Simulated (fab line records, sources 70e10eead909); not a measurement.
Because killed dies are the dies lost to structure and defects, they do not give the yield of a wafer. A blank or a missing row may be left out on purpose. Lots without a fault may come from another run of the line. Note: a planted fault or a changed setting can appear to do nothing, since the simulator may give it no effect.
fab line records + flow nand_harc
[record]
- lots = 12
- wafers = 36
- last_day = 33
route steps=1302 shown A_M0@1159 A_M1@1176 END@1302
lots that met no fault: from a run of the same line without faults
start_h: start of the lot's first displayed wafer, in hours after the record's first day + wait_h: hours from the lot's prior step to this one + " the same as in the row above + L1.1+2: one row covering several wafers at once + - no value, or no start was given + * or withheld: withheld + < > ~ a bound
route shown NAME@n: NAME is a module with steps in the file, n the number in the route of the first one + usual: mean and standard deviation over wafers with no fault + same: alike in all rows + chamber/n: place in a boat + sites: the reading at each site + _std_site: their standard deviation + _edge_site: mean of outer sites minus mean of inner sites + radius_mm: how far each site lies from the wafer's centre + mask NAME#n: copy n + behind: tool/chamber where the wafer was last shaped + hold: what put the lot on hold/how long, in hours/how the hold closed + device: transistor that didn't switch, given as n, p or np + end of line: the same wafers' tests at the end of the route + where a step has no rows: the recipe by itself + killed: dies that structure and defects cost at the first sort, which is not the same as the wafer's yield + map: a wafer's dies, marking killed ones x, the rest . and places with no die _
set.NAME: the setting that was run; set.NAME@STEP: the one run at that earlier step + model.NAME: the simulator's own value behind a step, which no gauge read
one table for each step of the route and one row for each wafer, over a sample of lots
services: from which hour (start_h, from the record's first day; less than 0 if before it) a tool's chamber was out of use, for how many hours, and why
[[steps]]
[step NHARC_A_M0_PVD_21]
[recipe]
- target_thk_a = 300
- chamber_pressure_pa = 5
- power_w = 5000
- substrate_temp_c = 30
- time_s = 20.49
- material = Cu
[usual]
- throttle_valve_pct = 30.1/0.77
| lot.wafer | tool           | chamber | start_h | wait_h | throttle_valve_pct |
|-----------|----------------|---------|---------|--------|--------------------|
| L668.1    | pvd_sputter-02 | -       | -       | -      | 30.6               |
| L668.3    | "              | -       | "       | "      | 28.9               |
| L668.4    | "              | -       | "       | "      | 30.3               |
| L667.4    | pvd_sputter-02 | -       | -       | -      | 30.3               |
| L667.5    | "              | -       | "       | "      | 29.9               |
| L667.6    | "              | -       | "       | "      | 30.1               |
| L669.3    | pvd_sputter-03 | -       | -       | -      | 31.2               |
| L669.6    | "              | -       | "       | "      | 30.9               |
| L669.5    | "              | -       | "       | "      | 29.7               |
| L666.1    | pvd_sputter-01 | -       | -       | -      | 31.5               |
| L666.6    | "              | -       | "       | "      | 31.3               |
| L666.5    | "              | -       | "       | "      | 30.2               |
| L671.4    | pvd_sputter-03 | -       | -       | -      | 29.2               |
| L671.3    | "              | -       | "       | "      | 30.9               |
| L671.6    | "              | -       | "       | "      | 29.3               |
| L672.1    | pvd_sputter-02 | -       | -       | -      | 30.5               |
| L672.5    | "              | -       | "       | "      | 30.4               |
| L672.6    | "              | -       | "       | "      | 28.5               |
| L673.1    | pvd_sputter-03 | -       | -       | -      | 29.4               |
| L673.2    | "              | -       | "       | "      | 30.5               |
| L673.5    | "              | -       | "       | "      | 29.8               |
| L677.3    | pvd_sputter-01 | -       | -       | -      | 30.4               |
| L677.5    | "              | -       | "       | "      | 31.2               |
| L677.6    | "              | -       | "       | "      | 29.7               |
| L685.4    | pvd_sputter-03 | -       | -       | -      | 29.2               |
| L685.5    | "              | -       | "       | "      | 29.4               |
| L685.6    | "              | -       | "       | "      | 30.9               |
| L686.2    | pvd_sputter-02 | -       | -       | -      | 30.5               |
| L686.1    | "              | -       | "       | "      | 30.4               |
| L686.4    | "              | -       | "       | "      | 30.0               |
| L688.1    | pvd_sputter-01 | -       | -       | -      | 31.5               |
| L688.3    | "              | -       | "       | "      | 28.9               |
| L688.5    | "              | -       | "       | "      | 31.1               |
| L689.4    | pvd_sputter-01 | -       | -       | -      | 29.8               |
| L689.3    | "              | -       | "       | "      | 28.9               |
| L689.5    | "              | -       | "       | "      | 31.4               |
[step NHARC_A_M0_PRE_CLEAN_31]
[recipe]
- time_s = 12
- temp_c = 370
- rf_power_w = 300
- gas = NH3
[usual]
- heater_power_w = 623/64
- rf_fwd_power_W = 292.4/0.87
| lot.wafer | tool     | chamber | start_h | wait_h | heater_power_w | rf_fwd_power_W | since_wet_clean_h |
|-----------|----------|---------|---------|--------|----------------|----------------|-------------------|
| L668.3    | pecvd-02 | 0       | 541.08  | 0.1    | 669            | 291.1          | 118               |
| L668.1    | "        | 1       | "       | "      | 616            | 292.2          | 118               |
| L668.4    | "        | 0       | "       | "      | 680            | 293.1          | -                 |
| L667.6    | pecvd-04 | 0       | 542.03  | 0.1    | 589            | 291.5          | -                 |
| L667.5    | "        | 1       | "       | "      | 582            | 291.3          | -                 |
| L667.4    | "        | 2       | "       | "      | 660            | 292.4          | -                 |
| L669.3    | pecvd-02 | 1       | 547.17  | 0.1    | 655            | 292.7          | 124               |
| L669.6    | "        | 1       | "       | "      | 649            | 292.4          | -                 |
| L669.5    | "        | 0       | "       | "      | 669            | 291.3          | -                 |
| L666.1    | pecvd-04 | 2       | 552.66  | 0.1    | 706            | 292.6          | 90                |
| L666.6    | "        | 2       | "       | "      | 706            | 293.6          | -                 |
| L666.5    | "        | 1       | "       | "      | 575            | 291.7          | -                 |
| L671.3    | pecvd-03 | 2       | 568.55  | 0.3    | 588            | 292.7          | 8                 |
| L671.6    | "        | 2       | "       | "      | 595            | 292.4          | -                 |
| L671.4    | "        | 0       | "       | "      | 646            | 293.3          | -                 |
| L672.1    | pecvd-03 | 1       | 569.21  | 0.1    | 753            | 293.0          | 9                 |
| L672.6    | "        | 1       | "       | "      | 748            | 292.5          | -                 |
| L672.5    | "        | 2       | "       | "      | 650            | 292.6          | -                 |
| L673.2    | pecvd-03 | 0       | 585.83  | 0.1    | 664            | 292.2          | 26                |
| L673.1    | "        | 1       | "       | "      | 706            | 291.5          | 26                |
| L673.5    | "        | 0       | "       | "      | 671            | 292.3          | -                 |
| L677.3    | pecvd-03 | 2       | 629.19  | 0.1    | 658            | 293.9          | 69                |
| L677.6    | "        | 0       | "       | "      | 568            | 292.9          | -                 |
| L677.5    | "        | 1       | "       | "      | 759            | 292.6          | -                 |
| L685.5    | pecvd-02 | 2       | 705.80  | 0.1    | 478            | 292.2          | -                 |
| L685.6    | "        | 0       | "       | "      | 622            | 291.6          | -                 |
| L685.4    | "        | 1       | "       | "      | 557            | 292.9          | -                 |
| L686.1    | pecvd-04 | 0       | 726.32  | 0.1    | 563            | 292.9          | 82                |
| L686.2    | "        | 1       | "       | "      | 629            | 291.9          | 82                |
| L686.4    | "        | 0       | "       | "      | 583            | 290.7          | -                 |
| L688.3    | pecvd-02 | 0       | 738.31  | 0.7    | 558            | 292.4          | 134               |
| L688.1    | "        | 2       | "       | "      | 532            | 292.9          | 134               |
| L688.5    | "        | 0       | "       | "      | 558            | 292.6          | -                 |
| L689.3    | pecvd-03 | 1       | 752.28  | 0.1    | 806            | 291.6          | 11                |
| L689.4    | "        | 1       | "       | "      | 787            | 291.4          | -                 |
| L689.5    | "        | 0       | "       | "      | 548            | 292.5          | -                 |
[step NHARC_A_M1_EXPOSE_06]
[recipe]
- na = 1.35
- target_cd_nm = 120
- dose_mj = 75.13
- mask_id = A_M1
[same]
- na = 1.35
| lot.wafer  | tool            | chamber | start_h | wait_h | mask   |
|------------|-----------------|---------|---------|--------|--------|
| L668.1+3+4 | arfi_scanner-02 | 0       | 542.27  | -      | A_M1#0 |
| L667.4+5+6 | arfi_scanner-02 | 0       | 543.07  | -      | A_M1#0 |
| L669.3+5+6 | arfi_scanner-03 | 0       | 548.35  | -      | A_M1#0 |
| L666.1+5+6 | arfi_scanner-03 | 0       | 553.72  | -      | A_M1#0 |
| L671.3+4+6 | arfi_scanner-02 | 0       | 569.75  | -      | A_M1#0 |
| L672.1+5+6 | arfi_scanner-02 | 0       | 570.26  | -      | A_M1#0 |
| L673.1+2+5 | arfi_scanner-02 | 0       | 586.87  | -      | A_M1#0 |
| L677.3+5+6 | arfi_scanner-02 | 0       | 630.39  | -      | A_M1#0 |
| L685.4+5+6 | arfi_scanner-02 | 0       | 706.99  | -      | A_M1#0 |
| L686.1+2+4 | arfi_scanner-03 | 0       | 727.51  | -      | A_M1#0 |
| L688.1+3+5 | arfi_scanner-02 | 0       | 739.47  | -      | A_M1#0 |
| L689.3+4+5 | arfi_scanner-01 | 0       | 753.55  | -      | A_M1#0 |
[step NHARC_A_M1_CD_MEAS_09]
[recipe]
- target_cd_nm = 120
- landing_energy_ev = 500
[usual]
- cd_nm = 120.3/0.74
| lot.wafer | tool      | chamber | start_h | wait_h | cd_nm |
|-----------|-----------|---------|---------|--------|-------|
| L668.1    | cd_sem-03 | 0       | 542.41  | -      | 120.9 |
| L668.3    | "         | 0       | "       | "      | 120.4 |
| L668.4    | "         | 0       | "       | "      | 119.7 |
| L667.4    | cd_sem-01 | 0       | 543.20  | -      | 119.6 |
| L667.5    | "         | 0       | "       | "      | 119.5 |
| L667.6    | "         | 0       | "       | "      | 119.5 |
| L669.3    | cd_sem-02 | 0       | 548.49  | -      | 120.4 |
| L669.5    | "         | 0       | "       | "      | 120.2 |
| L669.6    | "         | 0       | "       | "      | 120.1 |
| L666.1    | cd_sem-03 | 0       | 553.86  | -      | 120.3 |
| L666.5    | "         | 0       | "       | "      | 119.9 |
| L666.6    | "         | 0       | "       | "      | 120.1 |
| L671.3    | cd_sem-03 | 0       | 569.89  | -      | 121.1 |
| L671.4    | "         | 0       | "       | "      | 120.8 |
| L671.6    | "         | 0       | "       | "      | 121.4 |
| L672.1    | cd_sem-03 | 0       | 570.40  | -      | 120.3 |
| L672.5    | "         | 0       | "       | "      | 120.5 |
| L672.6    | "         | 0       | "       | "      | 120.6 |
| L673.1    | cd_sem-02 | 0       | 587.01  | -      | 121.7 |
| L673.2    | "         | 0       | "       | "      | 120.7 |
| L673.5    | "         | 0       | "       | "      | 121.4 |
| L677.3    | cd_sem-02 | 0       | 630.52  | -      | 119.7 |
| L677.5    | "         | 0       | "       | "      | 128.5 |
| L677.6    | "         | 0       | "       | "      | 120.4 |
| L685.4    | cd_sem-03 | 0       | 707.12  | -      | 119.7 |
| L685.5    | "         | 0       | "       | "      | 119.7 |
| L685.6    | "         | 0       | "       | "      | 119.5 |
| L686.1    | cd_sem-02 | 0       | 727.65  | -      | 121.0 |
| L686.2    | "         | 0       | "       | "      | 120.2 |
| L686.4    | "         | 0       | "       | "      | 120.4 |
| L688.1    | cd_sem-03 | 0       | 739.61  | -      | 120.5 |
| L688.3    | "         | 0       | "       | "      | 120.6 |
| L688.5    | "         | 0       | "       | "      | 120.0 |
| L689.3    | cd_sem-01 | 0       | 753.69  | -      | 119.2 |
| L689.4    | "         | 0       | "       | "      | 119.4 |
| L689.5    | "         | 0       | "       | "      | 118.1 |
[step NHARC_A_M1_ETCH_35]
[recipe]
- target_depth_a = 400
- overetch_a = 120
- time_s = 43.94
- ion_energy_ev = 200
- n2_flow_sccm = 150
- h2_flow_sccm = 150
- ar_flow_sccm = 0
- rf_w = 400
- bias_w = 150
- chemistry = N2/H2
[usual]
- drypump_motor_current_A = 5.6/0.39
- oes_product_au = 0.997/0.012
- rf_fwd_power_W = 395.5/1.8
- rf_vpp_V = 431.2/2.9
- showerhead_plenum_p_Torr = 2.07/0.1
- throttle_valve_pct = 14.171/0.0095
| lot.wafer | tool        | chamber | start_h | wait_h | drypump_motor_current_A | oes_product_au | rf_fwd_power_W | rf_hours_counter_h | rf_vpp_V | showerhead_plenum_p_Torr | throttle_valve_pct |
|-----------|-------------|---------|---------|--------|-------------------------|----------------|----------------|--------------------|----------|--------------------------|--------------------|
| L668.1    | rie_diel-10 | 1       | 542.69  | 0.1    | 5.8                     | 0.993          | 395.5          | 2.9                | 433.5    | 2.17                     | 14.169             |
| L668.3    | "           | 2       | "       | "      | 6.1                     | 1.000          | 394.2          | 2.9                | 431.8    | 2.07                     | 14.176             |
| L668.4    | "           | 3       | "       | "      | 5.3                     | 1.005          | 391.8          | 3.1                | 435.4    | 2.19                     | 14.185             |
| L667.4    | rie_diel-01 | 2       | 543.47  | 0.1    | 5.7                     | 0.983          | 396.8          | 8.0                | 429.0    | 2.02                     | 14.162             |
| L667.5    | "           | 2       | "       | "      | 5.7                     | 0.995          | 397.6          | -                  | 430.4    | 2.02                     | 14.172             |
| L667.6    | "           | 3       | "       | "      | 5.2                     | 0.995          | 393.1          | -                  | 426.5    | 1.89                     | 14.169             |
| L669.3    | rie_diel-01 | 2       | 548.77  | 0.1    | 5.7                     | 1.002          | 396.8          | 8.3                | 430.0    | 2.02                     | 14.178             |
| L669.6    | "           | 0       | "       | "      | 5.7                     | 0.996          | 393.3          | -                  | 434.8    | 2.18                     | 14.167             |
| L669.5    | "           | 1       | "       | "      | 5.6                     | 0.987          | 395.7          | -                  | 431.1    | 2.04                     | 14.186             |
| L666.1    | rie_diel-04 | 3       | 554.15  | 0.1    | 4.9                     | 0.982          | 396.1          | 1.2                | 430.4    | 2.05                     | 14.172             |
| L666.5    | "           | 0       | "       | "      | 5.9                     | 1.016          | 393.2          | -                  | 426.9    | 1.90                     | 14.188             |
| L666.6    | "           | 2       | "       | "      | 6.2                     | 0.988          | 393.4          | -                  | 432.9    | 2.10                     | 14.162             |
| L671.3    | rie_diel-04 | 3       | 570.16  | 0.1    | 4.9                     | 0.983          | 395.2          | 1.7                | 430.5    | 2.05                     | 14.176             |
| L671.4    | "           | 2       | "       | "      | 6.2                     | 0.986          | 393.4          | 1.8                | 433.1    | 2.10                     | 14.173             |
| L671.6    | "           | 3       | "       | "      | 4.9                     | 0.988          | 394.9          | -                  | 432.2    | 2.05                     | 14.174             |
| L672.1    | rie_diel-10 | 1       | 570.68  | 0.1    | 5.8                     | 1.012          | 395.7          | 3.7                | 434.7    | 2.17                     | 14.162             |
| L672.5    | "           | 0       | "       | "      | 5.1                     | 1.023          | 395.5          | -                  | 433.0    | 2.13                     | 14.179             |
| L672.6    | "           | 1       | "       | "      | 5.8                     | 1.005          | 394.1          | -                  | 434.2    | 2.17                     | 14.172             |
| L673.2    | rie_diel-01 | 3       | 587.29  | 0.1    | 5.2                     | 0.991          | 393.6          | 0.2                | 424.9    | 1.89                     | 14.179             |
| L673.1    | "           | 0       | "       | "      | 5.8                     | 1.012          | 396.1          | 1.3                | 434.7    | 2.18                     | 14.165             |
| L673.5    | "           | 3       | "       | "      | 5.2                     | 0.993          | 393.3          | -                  | 426.5    | 1.89                     | 14.160             |
| L677.3    | rie_diel-01 | 2       | 630.81  | 0.1    | 5.7                     | 0.983          | 395.0          | 3.2                | 429.2    | 2.01                     | 14.182             |
| L677.5    | "           | 3       | "       | "      | 5.2                     | 0.993          | 393.5          | -                  | 426.0    | 1.89                     | 14.164             |
| L677.6    | "           | 0       | "       | "      | 5.8                     | 0.998          | 395.9          | -                  | 435.0    | 2.18                     | 14.183             |
| L685.4    | rie_diel-01 | 1       | 707.40  | 0.1    | 5.6                     | 0.987          | 396.3          | 7.0                | 430.3    | 2.04                     | 14.165             |
| L685.5    | "           | 2       | "       | "      | 5.7                     | 0.974          | 398.6          | -                  | 430.9    | 2.01                     | 14.167             |
| L685.6    | "           | 3       | "       | "      | 5.2                     | 0.991          | 392.9          | -                  | 425.8    | 1.89                     | 14.187             |
| L686.2    | rie_diel-04 | 0       | 727.92  | 0.1    | 5.9                     | 0.996          | 396.4          | 0.8                | 425.1    | 1.90                     | 14.173             |
| L686.4    | "           | 1       | "       | "      | 5.2                     | 1.006          | 398.1          | 0.6                | 434.6    | 2.16                     | 14.171             |
| L686.1    | "           | 2       | "       | "      | 6.2                     | 1.002          | 394.0          | 0.4                | 431.5    | 2.10                     | 14.168             |
| L688.3    | rie_diel-10 | 2       | 739.89  | 0.1    | 6.1                     | 0.995          | 396.2          | 3.6                | 432.9    | 2.07                     | 14.165             |
| L688.1    | "           | 0       | "       | "      | 5.1                     | 1.022          | 396.0          | 3.5                | 432.2    | 2.13                     | 14.183             |
| L688.5    | "           | 1       | "       | "      | 5.8                     | 0.989          | 397.1          | -                  | 432.2    | 2.17                     | 14.168             |
| L689.4    | rie_diel-10 | 3       | 753.96  | 0.1    | 5.3                     | 0.994          | 395.3          | 4.1                | 434.3    | 2.19                     | 14.157             |
| L689.3    | "           | 2       | "       | "      | 6.0                     | 0.996          | 394.5          | 4.2                | 430.7    | 2.07                     | 14.160             |
| L689.5    | "           | 3       | "       | "      | 5.3                     | 0.997          | 393.9          | -                  | 434.2    | 2.19                     | 14.167             |
[step NHARC_END_SORT_01]
[recipe]
- temp_c = 25
[usual]
- defect_limited_yield = 90.7/2.9
- killed_at_array = 58/20
- killed_at_other = 1.0/1.2
- killed_at_periphery = 4.1/3
- killed_dies = 63/20
- killed_open = 3.2/1.7
- killed_short = 2.5/1.5
[same]
- gross_dies = 677
| lot.wafer | tool      | chamber | start_h | wait_h | defect_limited_yield[%] | killed_at_array | killed_at_other | killed_at_periphery | killed_dies | killed_open | killed_short |
|-----------|-----------|---------|---------|--------|-------------------------|-----------------|-----------------|---------------------|-------------|-------------|--------------|
| L668.1    | prober-02 | 0       | 579.65  | 2.5    | 97.0                    | 17              | 1               | 2                   | 20          | 2           | 4            |
| L668.3    | prober-02 | 0       | 581.26  | 3.1    | 95.3                    | 30              | 1               | 1                   | 32          | 4           | 4            |
| L668.4    | prober-02 | 0       | 582.07  | 3.4    | 96.9                    | 18              | 1               | 2                   | 21          | 4           | 2            |
| L667.4    | prober-01 | 0       | 582.05  | 3.4    | 88.8                    | 74              | 0               | 2                   | 76          | 4           | 4            |
| L667.5    | prober-01 | 0       | 582.85  | 3.7    | 90.0                    | 65              | 1               | 2                   | 68          | 1           | 2            |
| L667.6    | prober-01 | 0       | 583.65  | 4.0    | 90.7                    | 63              | 0               | 0                   | 63          | 1           | 0            |
| L669.3    | prober-01 | 0       | 589.14  | 3.1    | 88.9                    | 64              | 3               | 8                   | 75          | 2           | 3            |
| L669.5    | prober-01 | 0       | 590.75  | 3.7    | 93.1                    | 41              | 0               | 6                   | 47          | 6           | 4            |
| L669.6    | prober-01 | 0       | 591.55  | 4.0    | 91.6                    | 51              | 1               | 5                   | 57          | 2           | 3            |
| L671.3    | prober-01 | 0       | 609.46  | 3.1    | 83.6                    | 102             | 1               | 8                   | 111         | 4           | 2            |
| L671.4    | prober-01 | 0       | 610.27  | 3.4    | 87.7                    | 79              | 2               | 2                   | 83          | 2           | 2            |
| L671.6    | prober-01 | 0       | 611.88  | 4.0    | 86.3                    | 82              | 4               | 7                   | 93          | 5           | 2            |
| L685.4    | prober-01 | 0       | 744.04  | 3.4    | 86.3                    | 89              | 0               | 4                   | 93          | 5           | 4            |
| L685.5    | prober-01 | 0       | 744.84  | 3.7    | 89.5                    | 67              | 3               | 1                   | 71          | 1           | 4            |
| L685.6    | prober-01 | 0       | 745.63  | 4.0    | 87.9                    | 77              | 2               | 3                   | 82          | 5           | 2            |
| L686.1    | prober-02 | 0       | 768.43  | 2.5    | 87.1                    | 75              | 4               | 8                   | 87          | 1           | 3            |
| L686.2    | prober-02 | 0       | 769.23  | 2.8    | 86.9                    | 82              | 1               | 6                   | 89          | 4           | 2            |
| L686.4    | prober-02 | 0       | 770.84  | 3.4    | 87.1                    | 78              | 3               | 6                   | 87          | 2           | 0            |
| L688.1    | prober-02 | 0       | 776.25  | 2.5    | 90.4                    | 61              | 1               | 3                   | 65          | 3           | 2            |
| L688.3    | prober-02 | 0       | 777.89  | 3.1    | 88.9                    | 69              | 0               | 6                   | 75          | 4           | 0            |
| L688.5    | prober-02 | 0       | 779.52  | 3.8    | 91.3                    | 57              | 1               | 1                   | 59          | 4           | 4            |
// killed by level:class
L668.1 A_CHANNEL_HOLE_D2:chamber_film_flake=6 A_SOURCE_PLATE:geometric_particle:short=2 A_SOURCE_PLATE:geometric_particle:open=2 A_CHANNEL_HOLE_D1:chamber_film_flake=2 A_M1:chamber_film_flake=2 P_GATE:geometric_particle:short=1 A_CHANNEL_HOLE_D2:geometric_particle:short=1 P_STI:chamber_film_flake=1
L668.3 A_CHANNEL_HOLE_D2:chamber_film_flake=11 A_CHANNEL_HOLE_D1:chamber_film_flake=3 A_M0:geometric_particle:short=2 A_DECK1_JOINT:chamber_film_flake=2 A_SLIT:chamber_film_flake=2 A_CONTACT:chamber_film_flake=2 A_M0:chamber_film_flake=2 P_M2:geometric_particle:open=1
L667.4 A_CHANNEL_HOLE_D2:chamber_film_flake=28 A_SLIT:chamber_film_flake=24 A_STAIRCASE:chamber_film_flake=10 A_CONTACT:chamber_film_flake=3 A_CHANNEL_FILL_D2:geometric_particle:short=2 A_CHANNEL_HOLE_D1:chamber_film_flake=2 P_CONTACT:geometric_particle:open=1 P_CONTACT:geometric_particle:short=1
L668.4 A_CHANNEL_HOLE_D2:chamber_film_flake=7 A_CONTACT:chamber_film_flake=4 A_CONTACT:geometric_particle:open=2 P_GATE:geometric_particle:open=1 P_GATE:geometric_particle:short=1 A_M0:geometric_particle:open=1 STARTING-WAFER:geometric_particle:short=1 A_CHANNEL_HOLE_D1:chamber_film_flake=1
L667.5 A_CHANNEL_HOLE_D2:chamber_film_flake=30 A_SLIT:chamber_film_flake=23 A_STAIRCASE:chamber_film_flake=5 A_CONTACT:chamber_film_flake=4 P_M2:geometric_particle:open=1 A_CHANNEL_HOLE_D2:geometric_particle:short=1 A_M0:geometric_particle:short=1 P_M0:chamber_film_flake=1
L667.6 A_SLIT:chamber_film_flake=26 A_CHANNEL_HOLE_D2:chamber_film_flake=22 A_STAIRCASE:chamber_film_flake=7 A_CONTACT:chamber_film_flake=5 A_CONTACT:geometric_particle:open=1 A_CHANNEL_HOLE_D1:chamber_film_flake=1 A_WL_FILL:chamber_film_flake=1
L669.3 A_CHANNEL_HOLE_D1:chamber_film_flake=29 A_CHANNEL_HOLE_D2:chamber_film_flake=25 P_M1:chamber_film_flake=4 A_CONTACT:chamber_film_flake=4 THIN_TSV:chamber_film_flake=3 P_STI:chamber_film_flake=2 P_M0:geometric_particle:short=1 A_SOURCE_PLATE:geometric_particle:short=1
L669.5 A_CHANNEL_HOLE_D2:chamber_film_flake=14 A_CHANNEL_HOLE_D1:chamber_film_flake=13 A_DECK1_JOINT:chamber_film_flake=3 A_CHANNEL_FILL_D2:geometric_particle:open=2 A_CONTACT:chamber_film_flake=2 P_GATE:geometric_particle:open=1 P_CONTACT:geometric_particle:open=1 P_M0:geometric_particle:open=1
L669.6 A_CHANNEL_HOLE_D2:chamber_film_flake=22 A_CHANNEL_HOLE_D1:chamber_film_flake=16 A_CONTACT:chamber_film_flake=4 P_M1:chamber_film_flake=3 A_WL_FILL:chamber_film_flake=2 P_GATE:geometric_particle:open=1 A_CHANNEL_HOLE_D1:geometric_particle:short=1 A_ONON_D2:geometric_particle:short=1
L671.3 A_SLIT:chamber_film_flake=39 A_CHANNEL_HOLE_D1:chamber_film_flake=31 A_CHANNEL_HOLE_D2:chamber_film_flake=24 P_BONDPAD:chamber_film_flake=3 A_ZERO_WELL:chamber_film_flake=3 P_M1:geometric_particle:open=2 P_CONTACT:geometric_particle:short=1 A_SOURCE_PLATE:geometric_particle:short=1
L671.4 A_SLIT:chamber_film_flake=30 A_CHANNEL_HOLE_D2:chamber_film_flake=22 A_CHANNEL_HOLE_D1:chamber_film_flake=17 A_STAIRCASE:chamber_film_flake=3 A_CONTACT:chamber_film_flake=2 THIN_TSV:chamber_film_flake=2 P_M0:geometric_particle:short=1 A_ONON_D1:geometric_particle:open=1
L671.6 A_SLIT:chamber_film_flake=29 A_CHANNEL_HOLE_D2:chamber_film_flake=21 A_CHANNEL_HOLE_D1:chamber_film_flake=21 THIN_TSV:chamber_film_flake=4 P_STI:chamber_film_flake=2 P_M2:chamber_film_flake=2 P_BONDPAD:chamber_film_flake=2 A_SGD_CUT:chamber_film_flake=2
L685.4 A_CHANNEL_HOLE_D2:chamber_film_flake=32 A_CHANNEL_HOLE_D1:chamber_film_flake=29 A_SLIT:chamber_film_flake=13 A_CONTACT:chamber_film_flake=4 P_GATE:chamber_film_flake=3 A_CHANNEL_FILL_D1:geometric_particle:short=2 A_WL_FILL:geometric_particle:short=2 P_CONTACT:geometric_particle:open=1
L685.5 A_CHANNEL_HOLE_D1:chamber_film_flake=23 A_CHANNEL_HOLE_D2:chamber_film_flake=22 A_SLIT:chamber_film_flake=9 A_CONTACT:chamber_film_flake=7 THIN_TSV:chamber_film_flake=3 A_WL_FILL:geometric_particle:short=2 A_M0:geometric_particle:open=1 A_M0:geometric_particle:short=1
L685.6 A_CHANNEL_HOLE_D1:chamber_film_flake=31 A_CHANNEL_HOLE_D2:chamber_film_flake=27 A_SLIT:chamber_film_flake=8 A_CONTACT:chamber_film_flake=4 A_CHANNEL_FILL_D1:geometric_particle:short=2 P_GATE:chamber_film_flake=2 THIN_TSV:chamber_film_flake=2 P_M1:geometric_particle:open=1
L686.1 A_SLIT:chamber_film_flake=34 A_CHANNEL_HOLE_D2:chamber_film_flake=27 P_GATE:chamber_film_flake=4 P_M1:chamber_film_flake=4 THIN_TSV:chamber_film_flake=4 A_CHANNEL_HOLE_D1:unspecified=2 A_STAIRCASE:chamber_film_flake=2 A_CHANNEL_HOLE_D1:geometric_particle:short=1
L686.2 A_SLIT:chamber_film_flake=36 A_CHANNEL_HOLE_D2:chamber_film_flake=35 P_M1:chamber_film_flake=3 A_CHANNEL_FILL_D1:chamber_film_flake=2 P_GATE:geometric_particle:open=1 A_DECK1_JOINT:geometric_particle:open=1 A_ONON_D2:geometric_particle:short=1 A_CHANNEL_FILL_D2:geometric_particle:open=1
L686.4 A_SLIT:chamber_film_flake=39 A_CHANNEL_HOLE_D2:chamber_film_flake=29 P_M1:chamber_film_flake=5 A_CONTACT:chamber_film_flake=4 THIN_TSV:chamber_film_flake=3 P_GATE:geometric_particle:open=1 A_CHANNEL_FILL_D2:geometric_particle:open=1 A_CHANNEL_HOLE_D1:unspecified=1
L688.1 A_CHANNEL_HOLE_D2:chamber_film_flake=24 A_CHANNEL_HOLE_D1:chamber_film_flake=15 A_SLIT:chamber_film_flake=6 A_CONTACT:chamber_film_flake=5 A_SGD_CUT:chamber_film_flake=3 P_GATE:chamber_film_flake=2 A_STAIRCASE:chamber_film_flake=2 P_M0:geometric_particle:open=1
L688.3 A_CHANNEL_HOLE_D2:chamber_film_flake=32 A_CHANNEL_HOLE_D1:chamber_film_flake=19 A_SLIT:chamber_film_flake=8 A_CONTACT:chamber_film_flake=6 P_GATE:chamber_film_flake=2 A_SGD_CUT:chamber_film_flake=2 P_STI:geometric_particle:open=1 P_CONTACT:geometric_particle:open=1
L688.5 A_CHANNEL_HOLE_D2:chamber_film_flake=23 A_CHANNEL_HOLE_D1:chamber_film_flake=13 A_SLIT:chamber_film_flake=7 A_CONTACT:chamber_film_flake=6 A_DECK1_JOINT:geometric_particle:short=2 P_CONTACT:geometric_particle:open=1 A_CHANNEL_FILL_D1:geometric_particle:short=1 A_ONON_D2:geometric_particle:open=1
[[services]]
| tool            | chamber | start_h | hours | kind   |
|-----------------|---------|---------|-------|--------|
| pvd_sputter-03  | -       | 533.81  | 10.0  | pm     |
| pecvd-03        | -       | 547.16  | 13.0  | pm     |
| rie_diel-01     | -       | 557.97  | 9.0   | pm     |
| pvd_sputter-03  | -       | 558.79  | 1.7   | repair |
| arfi_scanner-02 | -       | 567.80  | 1.2   | repair |
| rie_diel-01     | 3       | 570.01  | 14.0  | repair |
| pvd_sputter-01  | -       | 582.00  | 10.0  | pm     |
| rie_diel-10     | -       | 586.59  | 0.7   | repair |
| pecvd-02        | -       | 591.61  | 13.0  | pm     |
| rie_diel-10     | 1       | 594.11  | 4.1   | repair |
| rie_diel-10     | -       | 596.50  | 9.0   | pm     |
| pvd_sputter-03  | -       | 599.04  | 1.9   | repair |
| arfi_scanner-02 | -       | 621.83  | 1.1   | repair |
| pecvd-02        | 2       | 634.22  | 9.0   | repair |
| pvd_sputter-02  | -       | 638.00  | 10.0  | pm     |
| rie_diel-01     | 0       | 642.22  | 7.1   | repair |
| rie_diel-10     | -       | 643.93  | 4.7   | repair |
| arfi_scanner-02 | -       | 656.00  | 4.0   | pm     |
| pvd_sputter-03  | -       | 656.29  | 9.2   | repair |
| pecvd-03        | 1       | 697.70  | 5.4   | repair |
| arfi_scanner-02 | -       | 721.31  | 2.4   | repair |
| pecvd-03        | -       | 728.18  | 13.0  | pm     |
| arfi_scanner-02 | -       | 729.29  | 1.6   | repair |
| rie_diel-01     | -       | 734.97  | 9.0   | pm     |
[[key]]
[first_sign]
- step = NHARC_A_M1_CD_MEAS_09
- reading = cd_nm
- direction = up
- sigmas = 11
- usual = 120.3
- struck = 128.5
effect none on later readings
met_at NHARC_A_M1_EXPOSE_06
struck_lots L677
struck_wafers L677.5
not_acting_at NHARC_A_M0_PVD_21,NHARC_A_M0_PRE_CLEAN_31,NHARC_A_M1_ETCH_35
onset_between 586.87 630.39
[fault]
- kind = process_parameter_drift
- tool = arfi_scanner-02
- chamber = -
- onset_h = 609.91
- steps = NHARC_A_M1_EXPOSE_06
- channel = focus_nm
- offset = 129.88
- shape = step
- end_h = 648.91
- scope = struck_wafers_only
